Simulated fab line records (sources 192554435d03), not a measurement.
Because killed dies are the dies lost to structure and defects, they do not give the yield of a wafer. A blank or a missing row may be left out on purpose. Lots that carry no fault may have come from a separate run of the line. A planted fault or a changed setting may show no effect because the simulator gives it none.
fab line records	flow n5_finfet
record lots=8	wafers=24	last_day=17
route steps=1938 shown HKMG_FIN@401 BEOL_M4@1111 PASSIVATION@1936
lots with no fault: from the same line, run without faults
start_h: hours from the record's first day to the start of the lot's first wafer shown	wait_h: time in hours since the lot's previous step	" the same as in the row above	L1.1+2: a row that stands for several wafers	- either no value or no given start	* or withheld: withheld	< > ~ a bound
route shown NAME@n: NAME is a module with steps in the file, n the number in the route of the first one	usual: mean/standard deviation of fault-free wafers	same: alike in all rows	chamber/n: place in a boat	sites: each site's reading	_std_site: the values' standard deviation	_edge_site: outer sites' mean less inner sites'	radius_mm: how far each site lies from the wafer's centre	mask NAME#n: copy n	behind: tool/chamber where the wafer was last shaped	hold: why the lot went on hold/how many hours it stayed there/how the hold came to an end	device: names the non-switching transistor (n, p or np)	end of line: the tests these same wafers got at the end of their route	step lacking rows: just its recipe	killed: count of dies lost to structure and defects at first sort (not the wafer's yield)	map: shows each die of a wafer: x if killed, . if not, _ if none is there
set.NAME: the setting that was run; set.NAME@STEP: the one run at that earlier step	model.NAME: the simulator's own value behind a step, which no gauge read
steps of the route over a sample of lots; a table a step, a row a wafer
services: from which hour (start_h, from the record's first day; less than 0 if before it) a tool's chamber was out of use, for how many hours, and why
## steps
# step N5_HKMG_FIN_DESCUM_53
# recipe chemistry=O2	time_s=7.9	source_power_w=50	bias_power_w=20	pressure_mtorr=20	rf_frequency_hz=2.712e+07	temp_c=40	resist=CAR-ArF	o2_flow_sccm=225
# usual chamber_pressure_mTorr=20.000/0.019	drypump_motor_current_A=5.8/0.35	oes_product_au=0.78/0.088	rf_vpp_V=243.1/1.4	showerhead_plenum_p_Torr=2.09/0.077	throttle_valve_pct=20.33/0.2
lot.wafer	tool	chamber	start_h	wait_h	chamber_pressure_mTorr	drypump_motor_current_A	oes_product_au	rf_hours_counter_h	rf_vpp_V	showerhead_plenum_p_Torr	throttle_valve_pct
L914.3	rie_diel-04	2	85.79	0.0	19.996	6.3	0.72	210	243.9	2.09	20.62
L914.4	"	1	"	"	20.034	5.7	0.78	-	245.4	2.20	20.31
L914.5	"	2	"	"	19.999	6.2	0.72	-	243.9	2.09	20.63
L918.2	rie_diel-02	3	111.51	0.0	20.010	6.3	0.74	178	244.5	2.16	20.04
L918.4	"	2	"	"	20.018	5.9	0.76	143	241.9	2.00	20.36
L918.6	"	2	"	"	19.987	5.9	0.76	-	241.7	2.00	20.36
L920.1	rie_diel-02	2	122.15	0.0	19.994	5.9	0.75	148	241.1	2.00	20.35
L920.4	"	1	"	"	20.001	5.6	0.69	-	239.8	1.99	20.47
L920.5	"	0	"	"	20.016	5.9	0.93	-	243.3	2.13	20.22
L922.1	rie_diel-04	1	138.44	0.2	19.996	5.7	0.77	161	243.1	2.19	20.34
L922.3	"	3	"	"	19.987	5.5	0.84	46	242.9	2.03	20.09
L922.4	"	0	"	"	19.999	5.5	0.95	11	244.3	2.23	20.10
L928.3	rie_diel-04	1	174.14	0.3	20.040	5.7	0.75	174	244.5	2.19	20.36
L928.4	"	0	"	"	20.019	5.5	0.92	22	246.0	2.23	20.10
L928.6	"	3	"	"	20.008	5.5	0.83	-	243.4	2.02	20.11
L932.1	rie_diel-02	1	193.77	0.1	20.000	5.6	0.67	242	241.7	1.98	20.51
L932.3	"	0	"	"	19.969	5.9	0.89	57	243.0	2.12	20.25
L932.5	"	3	"	"	20.004	6.3	0.71	-	243.3	2.15	20.09
L934.3	rie_diel-04	3	204.39	0.0	19.999	5.5	0.81	68	242.0	2.02	20.12
L934.5	"	2	"	"	19.976	6.3	0.70	-	241.6	2.07	20.68
L934.6	"	0	"	"	19.953	5.5	0.90	-	245.7	2.22	20.11
L935.1	rie_diel-04	3	210.68	0.0	19.993	5.5	0.81	72	241.4	2.02	20.13
L935.3	"	0	"	"	19.993	5.5	0.89	36	245.9	2.22	20.11
L935.5	"	2	"	"	20.041	6.3	0.70	-	243.1	2.07	20.68
# step N5_HKMG_FIN_ETCH_58
# recipe chemistry=N2/H2	target=SOC	target_depth_a=2158	ion_energy_ev=50	bias_w=13	time_s=741	pressure_mtorr=30	source_w=875	n2_flow_sccm=200	h2_flow_sccm=200
# usual chamber_pressure_mTorr=30.001/0.027	drypump_motor_current_A=5.8/0.35	n2_flow_sccm=200.0/0.58	oes_product_au=0.78/0.087	rf_vpp_V=99.1/0.91	showerhead_plenum_p_Torr=2.54/0.088	throttle_valve_pct=17.74/0.2
lot.wafer	tool	chamber	start_h	wait_h	chamber_pressure_mTorr	drypump_motor_current_A	n2_flow_sccm	oes_product_au	rf_hours_counter_h	rf_vpp_V	showerhead_plenum_p_Torr	throttle_valve_pct
L914.3	rie_diel-04	2	86.10	0.0	30.021	6.3	200.1	0.73	210	98.0	2.52	17.90
L914.4	"	1	"	"	29.995	5.7	199.8	0.77	-	98.7	2.65	17.75
L914.5	"	2	"	"	30.002	6.3	199.8	0.73	-	98.4	2.52	17.90
L918.2	rie_diel-02	3	111.81	0.0	29.975	6.3	199.8	0.72	179	101.1	2.65	17.58
L918.4	"	2	"	"	30.023	5.9	200.7	0.77	144	97.4	2.46	17.93
L918.6	"	2	"	"	30.025	5.9	200.5	0.77	-	99.3	2.46	17.95
L920.1	rie_diel-02	2	122.45	0.0	29.970	5.9	199.4	0.77	148	99.0	2.46	17.95
L920.4	"	1	"	"	30.013	5.6	201.4	0.71	-	99.2	2.41	17.73
L920.5	"	0	"	"	29.981	5.9	200.5	0.94	-	99.4	2.58	17.58
L922.1	rie_diel-04	1	138.74	0.0	29.991	5.7	200.0	0.77	162	99.6	2.64	17.76
L922.3	"	3	"	"	29.991	5.6	199.5	0.86	46	99.2	2.48	17.60
L922.4	"	0	"	"	30.005	5.5	200.8	0.94	11	100.9	2.70	17.30
L928.3	rie_diel-04	1	174.44	0.0	29.966	5.7	200.2	0.74	175	100.2	2.64	17.78
L928.4	"	0	"	"	30.002	5.6	200.5	0.91	22	100.6	2.69	17.31
L928.6	"	3	"	"	30.012	5.5	200.9	0.84	-	97.7	2.47	17.61
L932.1	rie_diel-02	1	194.07	0.0	30.012	5.6	200.3	0.68	242	98.9	2.40	17.78
L932.3	"	0	"	"	30.032	5.9	198.4	0.87	57	98.7	2.57	17.60
L932.5	"	3	"	"	30.011	6.3	199.2	0.70	-	99.4	2.63	17.62
L934.3	rie_diel-04	3	204.69	0.0	30.015	5.5	199.1	0.83	69	99.4	2.47	17.64
L934.5	"	2	"	"	30.012	6.3	199.5	0.70	-	99.2	2.50	17.97
L934.6	"	0	"	"	30.059	5.6	199.9	0.90	-	100.2	2.69	17.35
L935.1	rie_diel-04	3	210.98	0.0	29.996	5.5	199.8	0.82	72	98.6	2.47	17.64
L935.3	"	0	"	"	29.991	5.5	200.6	0.89	36	100.8	2.68	17.33
L935.5	"	2	"	"	29.987	6.3	199.7	0.70	-	99.7	2.50	17.97
# step N5_HKMG_FIN_THK_MEAS_70
# recipe thk_meas_gauge=xrf	reads=HfO2_of_HKMG_FIN_HK_ALD_01
# usual HK_THK=1.559/0.019
lot.wafer	tool	chamber	start_h	wait_h	HK_THK[nm]
L914.3	film_metro-02	-	88.24	0.2	1.555
L914.4	"	-	"	"	1.566
L914.5	"	-	"	"	1.578
L918.2	film_metro-02	-	114.00	0.2	1.583
L918.4	"	-	"	"	1.551
L918.6	"	-	"	"	1.538
L920.1	film_metro-01	-	124.57	0.2	1.564
L920.4	"	-	"	"	1.553
L920.5	"	-	"	"	1.561
L922.1	film_metro-02	-	140.94	0.2	1.526
L922.3	"	-	"	"	1.562
L922.4	"	-	"	"	1.552
L928.3	film_metro-02	-	176.59	0.2	1.548
L928.4	"	-	"	"	1.565
L928.6	"	-	"	"	1.570
L932.1	film_metro-01	-	196.52	0.2	1.579
L932.3	"	-	"	"	1.567
L932.5	"	-	"	"	1.574
L934.3	film_metro-01	-	207.06	0.2	1.553
L934.5	"	-	"	"	1.543
L934.6	"	-	"	"	1.549
L935.1	film_metro-01	-	213.33	0.2	1.569
L935.3	"	-	"	"	1.560
L935.5	"	-	"	"	1.561
# step N5_HKMG_FIN_PWFM_ALD_03
# recipe material=TiN	target_thk_a=20	temp_c=400	ald_precursor_family=TiCl4	ald_co_reactant=NH3	pulse_time_s=1	purge_time_s=3	co_reactant_purge_time_s=2	co_reactant_pulse_time_s=2	ald_cycles=91	pressure_torr=3
# usual ald_cycles=91/0	heater_power_w=911/100	precursor_pulse_height_rel=0.998/0.019
# same pulse_time_s=1
lot.wafer	tool	chamber	start_h	wait_h	ald_cycles	heater_power_w	precursor_pulse_height_rel
L914.3	ald_metal-03	0	88.27	0.0	91	1093	0.996
L914.4	"	3	"	"	91	966	1.026
L914.5	"	1	"	"	91	917	1.027
L918.2	ald_metal-03	1	114.04	0.0	63	919	0.993
L918.4	"	2	"	"	91	818	1.025
L918.6	"	3	"	"	91	952	0.968
L920.1	ald_metal-01	0	124.61	0.0	91	970	0.984
L920.4	"	1	"	"	91	752	1.015
L920.5	"	3	"	"	91	822	1.002
L922.1	ald_metal-03	2	140.97	0.0	63	822	0.985
L922.3	"	0	"	"	91	1113	1.009
L922.4	"	3	"	"	91	958	1.002
L928.3	ald_metal-01	0	176.62	0.0	91	920	0.987
L928.4	"	2	"	"	91	838	1.034
L928.6	"	0	"	"	91	939	0.965
L932.1	ald_metal-03	2	196.56	0.0	91	822	0.972
L932.3	"	1	"	"	91	875	0.986
L932.5	"	1	"	"	91	896	0.994
L934.3	ald_metal-03	3	207.10	0.0	91	982	0.970
L934.5	"	1	"	"	91	927	1.018
L934.6	"	3	"	"	91	977	1.025
L935.1	ald_metal-04	1	213.37	0.0	91	969	0.999
L935.3	"	3	"	"	91	906	1.011
L935.5	"	0	"	"	91	760	0.994
# step N5_BEOL_M4_RC_MEAS_101
# usual DIBL_N=36.0/1.7	DIBL_P=35.8/2	IOFF_N=0.15/0.03	IOFF_P=0.20/0.037	IOFF_P_85C=3.5/0.53	IOFF_P_LIN=0.097/0.014	IOFF_P_LONG=0.000104/8.6e-06	ION_N=670/12	ION_P=460/7.2	SS_N=71.5/0.68	SS_P=73.2/0.65	VT_N=250/3.1	VT_P=-251/3.4	VT_P_LONG=-275.3/3	VT_P_LVT=-99.1/2.8
lot.wafer	tool	chamber	start_h	wait_h	DIBL_N[mV/V]	DIBL_P[mV/V]	IOFF_N[nA/um]	IOFF_P[nA/um]	IOFF_P_85C[nA/um]	IOFF_P_LIN[nA/um]	IOFF_P_LONG[nA/um]	ION_N[uA/um]	ION_P[uA/um]	SS_N[mV/dec]	SS_P[mV/dec]	VT_N[mV]	VT_P[mV]	VT_P_LONG[mV]	VT_P_LVT[mV]
L914.3	prober-01	0	180.80	0.3	34.3	33.3	0.12	0.16	2.9	0.081	0.000103	668	456	71.9	72.0	251	-252	-276.7	-101.2
L914.4	"	0	"	"	35.8	34.4	0.15	0.17	3.1	0.086	9.9e-05	677	457	72.1	72.7	247	-253	-277.4	-100.1
L914.5	"	0	"	"	36.6	34.3	0.15	0.16	2.9	0.079	9.9e-05	646	440	72.3	72.8	252	-253	-276.9	-102.5
L918.2	prober-01	0	200.75	0.2	36.3	37.4	0.15	0.08	1.7	0.040	6.2e-05	654	411	70.6	73.9	248	-277	-300.6	-124.8
L918.4	"	0	"	"	34.4	36.1	0.13	0.18	3.1	0.090	0.000109	663	460	71.2	73.1	252	-251	-274.9	-101.1
L918.6	"	0	"	"	39.2	40.2	0.20	0.27	4.4	0.117	0.000107	669	455	73.0	74.0	246	-251	-276.5	-95.9
L920.1	prober-01	0	219.75	0.0	37.8	37.9	0.17	0.24	4.1	0.116	0.000113	666	464	72.3	73.3	249	-248	-274.7	-97.3
L920.4	"	0	"	"	40.1	41.5	0.24	0.30	5.0	0.134	0.00011	692	474	72.6	74.2	244	-246	-274.7	-94.3
L920.5	"	0	"	"	37.4	36.9	0.17	0.21	3.6	0.102	0.000106	683	464	72.0	73.6	252	-249	-274.1	-99.2
L922.1	prober-01	0	237.50	0.0	37.7	38.1	0.19	0.11	2.1	0.051	7.3e-05	687	437	71.5	73.5	248	-269	-297.1	-117.1
L922.3	"	0	"	"	36.0	35.1	0.15	0.21	3.6	0.102	0.000101	656	455	71.8	72.4	249	-249	-272.7	-97.0
L922.4	"	0	"	"	34.8	33.7	0.13	0.18	3.2	0.092	0.00011	678	462	71.3	73.1	251	-249	-272.9	-99.0
L928.3	prober-01	0	266.22	0.3	36.8	35.9	0.17	0.19	3.5	0.094	9.9e-05	682	462	71.5	73.5	247	-251	-279.1	-98.3
L928.4	"	0	"	"	33.2	33.4	0.12	0.16	2.9	0.083	0.000101	677	466	70.2	72.4	252	-254	-277.5	-99.3
L928.6	"	0	"	"	35.1	33.8	0.14	0.16	2.9	0.082	9.1e-05	665	451	71.2	73.3	254	-257	-277.9	-101.1
L932.1	prober-02	0	299.09	0.0	34.7	33.9	0.13	0.18	3.2	0.088	9.9e-05	664	454	70.7	73.4	252	-249	-274.7	-101.2
L932.3	"	0	"	"	37.6	37.7	0.17	0.24	4.0	0.106	0.000102	684	467	71.3	73.3	249	-249	-275.0	-98.5
L932.5	"	0	"	"	34.3	33.2	0.12	0.17	3.0	0.081	0.000101	653	452	70.4	72.3	250	-254	-274.6	-102.9
L934.3	prober-02	0	305.41	0.3	34.7	33.1	0.14	0.17	3.0	0.087	0.000115	671	462	71.1	72.5	248	-253	-274.2	-99.1
L934.5	"	0	"	"	35.7	35.3	0.15	0.20	3.4	0.098	0.000105	684	465	70.8	73.3	247	-252	-272.9	-96.7
L934.6	"	0	"	"	37.3	35.7	0.17	0.21	3.7	0.103	0.000109	665	457	71.3	72.6	248	-250	-270.5	-96.7
L935.1	prober-02	0	317.11	0.0	36.1	37.4	0.16	0.21	3.6	0.095	9.1e-05	685	467	71.8	73.0	251	-252	-279.2	-100.3
L935.3	"	0	"	"	32.9	33.9	0.12	0.17	3.1	0.083	9.1e-05	672	457	70.4	72.3	252	-252	-277.0	-102.9
L935.5	"	0	"	"	36.1	37.3	0.16	0.20	3.5	0.092	9.2e-05	681	460	71.1	73.9	249	-253	-277.9	-102.8
# step N5_PASSIVATION_PROBE_49
# usual defect_limited_yield=91.4/1.5	killed_at_M0_to_M3=32/9.8	killed_at_M4_up=15/5.6	killed_at_contacts=12/5.4	killed_at_front_end=40/13	killed_at_other=3.0/2.1	killed_dies=102/17	killed_open=67/13	killed_short=32/7.1	sort_bin_5_function=5.1/0.96	sort_bin_6_memory=3.2/0.7	sort_bin_8_speed=0.0/0.3	sort_n_pass=1078/18	sort_yield_pct=91.3/1.5
# same gross_dies=1180	killed_at_back_side=0	sort_bin_4_leakage[%]=0
lot.wafer	tool	chamber	start_h	wait_h	defect_limited_yield[%]	killed_at_M0_to_M3	killed_at_M4_up	killed_at_contacts	killed_at_front_end	killed_at_other	killed_dies	killed_open	killed_short	sort_bin_5_function[%]	sort_bin_6_memory[%]	sort_bin_8_speed[%]	sort_n_pass	sort_yield_pct[%]
L918.2	prober-02	-	310.38	0.1	90.4	45	16	13	35	4	113	82	31	4.7	4.6	89.5	11	0.9
L918.4	prober-02	-	310.48	0.2	88.2	37	13	13	73	3	139	88	44	6.5	4.6	0	1041	88.2
L918.6	prober-02	-	310.58	0.3	89.6	45	11	13	50	4	123	88	35	5.8	4.3	0	1057	89.6
L922.1	prober-01	-	347.44	0.0	92.5	30	19	11	29	0	89	60	26	5.2	2.2	6.4	1015	86.0
L922.3	prober-01	-	347.54	0.1	89.3	58	17	20	28	3	126	72	49	6.4	3.5	0	1054	89.3
L922.4	prober-01	-	347.59	0.2	90.2	50	16	11	35	4	116	76	36	5.8	3.8	0	1064	90.2
L928.3	prober-02	-	369.90	0.1	87.5	38	27	8	75	0	148	91	49	6.4	4.8	0	1032	87.5
L928.4	prober-02	-	369.95	0.2	90.5	32	11	20	46	3	112	74	36	5.5	3.9	0	1068	90.5
L928.6	prober-02	-	370.05	0.3	91.2	29	12	14	44	5	104	71	28	4.8	3.6	0	1076	91.2
# killed by level:class
L918.2 BEOL_M2:geometric_particle:open=15 MOL_CONTACT_COAG:geometric_particle:open=12 BEOL_M4:geometric_particle:open=10 BEOL_M3:geometric_particle:open=9 STI_FIN_REVEAL:geometric_particle:open=8 FIN_SAQP:geometric_particle:short=7 DUMMY_GATE:geometric_particle:open=7 BEOL_M0_SAQP:geometric_particle:short=6
L918.4 STI_FIN_REVEAL:geometric_particle:open=30 BEOL_M1:geometric_particle:open=15 FIN_SAQP:geometric_particle:short=12 MOL_CONTACT_COAG:geometric_particle:open=9 HKMG_FIN:area_etch=7 FIN_SAQP:geometric_particle:open=6 STI_FIN_REVEAL:geometric_particle:short=6 BEOL_M4:geometric_particle:short=6
L918.6 STI_FIN_REVEAL:geometric_particle:open=21 BEOL_M3:geometric_particle:open=14 MOL_CONTACT_COAG:geometric_particle:open=11 STI_FIN_REVEAL:geometric_particle:short=8 BEOL_M2:geometric_particle:open=7 BEOL_M0_SAQP:geometric_particle:open=6 BEOL_M4:geometric_particle:open=6 FIN_SAQP:geometric_particle:open=4
L922.1 BEOL_M1:geometric_particle:open=9 MOL_CONTACT_COAG:geometric_particle:open=8 BEOL_M0_SAQP:geometric_particle:open=6 STARTING-WAFER:geometric_particle:short=6 DUMMY_GATE:geometric_particle:open=5 BEOL_M4:geometric_particle:open=5 BEOL_M6:geometric_particle:open=5 BEOL_M2:geometric_particle:open=4
L922.3 MOL_CONTACT_COAG:geometric_particle:open=16 BEOL_M0_SAQP:geometric_particle:short=13 BEOL_M3:geometric_particle:open=11 BEOL_M1:geometric_particle:short=8 BEOL_M1:geometric_particle:open=8 FIN_SAQP:geometric_particle:short=7 STI_FIN_REVEAL:geometric_particle:open=7 BEOL_M4:geometric_particle:open=7
L922.4 FIN_SAQP:geometric_particle:short=9 MOL_CONTACT_COAG:geometric_particle:open=9 BEOL_M1:geometric_particle:open=9 FIN_SAQP:geometric_particle:open=8 BEOL_M2:geometric_particle:open=8 BEOL_M3:geometric_particle:open=8 BEOL_M0_SAQP:geometric_particle:open=7 BEOL_M0_SAQP:geometric_particle:short=6
L928.3 STI_FIN_REVEAL:geometric_particle:open=21 BEOL_M4:geometric_particle:open=15 FIN_SAQP:geometric_particle:short=13 FIN_SAQP:geometric_particle:open=12 BEOL_M0_SAQP:geometric_particle:open=11 BEOL_M0_SAQP:geometric_particle:short=10 STI_FIN_REVEAL:geometric_particle:short=7 HKMG_FIN:area_etch=7
L928.4 STI_FIN_REVEAL:geometric_particle:open=20 MOL_CONTACT_COAG:geometric_particle:open=11 MOL_CONTACT_COAG:geometric_particle:short=9 BEOL_M4:geometric_particle:open=9 STI_FIN_REVEAL:geometric_particle:short=8 BEOL_M0_SAQP:geometric_particle:short=8 FIN_SAQP:geometric_particle:open=5 GATE_CUT:geometric_particle:short=5
L928.6 STI_FIN_REVEAL:geometric_particle:open=25 MOL_CONTACT_COAG:geometric_particle:open=13 BEOL_M0_SAQP:geometric_particle:open=8 BEOL_M2:geometric_particle:open=8 STI_FIN_REVEAL:geometric_particle:short=6 BEOL_M4:geometric_particle:open=5 BEOL_M0_SAQP:geometric_particle:short=3 BEOL_M1:geometric_particle:open=3
## services
tool	chamber	start_h	hours	kind
ald_metal-01	-	62.54	0.7	repair
ald_metal-01	-	72.38	8.7	pm
ald_metal-03	1	75.04	8.0	repair
rie_diel-04	0	76.49	-	clean
rie_diel-04	0	76.49	-	consumable_replace:focus_ring
rie_diel-04	0	76.49	-	consumable_replace:showerhead
rie_diel-04	0	76.49	19.5	scheduled_down
rie_diel-04	0	76.49	19.5	vent_cycle
ald_metal-04	3	83.80	-	calibration
ald_metal-04	3	86.69	18.1	repair
rie_diel-02	0	91.45	11.1	repair
rie_diel-02	3	99.64	9.0	repair
rie_diel-02	3	117.67	8.6	repair
rie_diel-04	-	122.84	15.6	pm
ald_metal-04	2	134.49	3.6	repair
ald_metal-03	0	168.07	4.2	repair
ald_metal-03	0	206.81	2.8	repair
## key
first_sign step=N5_HKMG_FIN_PWFM_ALD_03	reading=ald_cycles	direction=down	sigmas=99+	usual=*	struck=*
effect step=N5_BEOL_M4_RC_MEAS_101	reading=VT_P_LONG	direction=down	sigmas=7.9	usual=-275.3	struck=-298.8
effect step=N5_BEOL_M4_RC_MEAS_101	reading=VT_P_LVT	direction=down	sigmas=7.8	usual=-99.1	struck=-120.9
effect step=N5_BEOL_M4_RC_MEAS_101	reading=VT_P	direction=down	sigmas=6.6	usual=-251	struck=-273
effect step=N5_BEOL_M4_RC_MEAS_101	reading=ION_P	direction=down	sigmas=5	usual=460	struck=424
effect step=N5_BEOL_M4_RC_MEAS_101	reading=IOFF_P_LONG	direction=down	sigmas=4.3	usual=0.000104	struck=6.8e-05
effect step=N5_BEOL_M4_RC_MEAS_101	reading=IOFF_P_LIN	direction=down	sigmas=3.8	usual=0.097	struck=0.045
effect step=N5_BEOL_M4_RC_MEAS_101	reading=IOFF_P_85C	direction=down	sigmas=3.1	usual=3.5	struck=1.9
effect step=N5_BEOL_M4_RC_MEAS_101	reading=IOFF_P	direction=down	sigmas=2.9	usual=0.20	struck=0.10
effect step=N5_PASSIVATION_PROBE_49	reading=sort_bin_8_speed	direction=up	sigmas=99+	usual=0.0	struck=48.0
met_at N5_HKMG_FIN_PWFM_ALD_03
struck_lots L918,L922
struck_wafers L918.2,L922.1
not_acting_at N5_HKMG_FIN_DESCUM_53,N5_HKMG_FIN_ETCH_58,N5_HKMG_FIN_THK_MEAS_70
onset_between 88.27 114.04
fault kind=process_parameter_drift	tool=ald_metal-03	chamber=-	onset_h=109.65	steps=N5_HKMG_FIN_PWFM_ALD_03	channel=ald_cycles	offset=*	shape=step	end_h=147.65	scope=struck_wafers_only	acts_in=*	stated=*
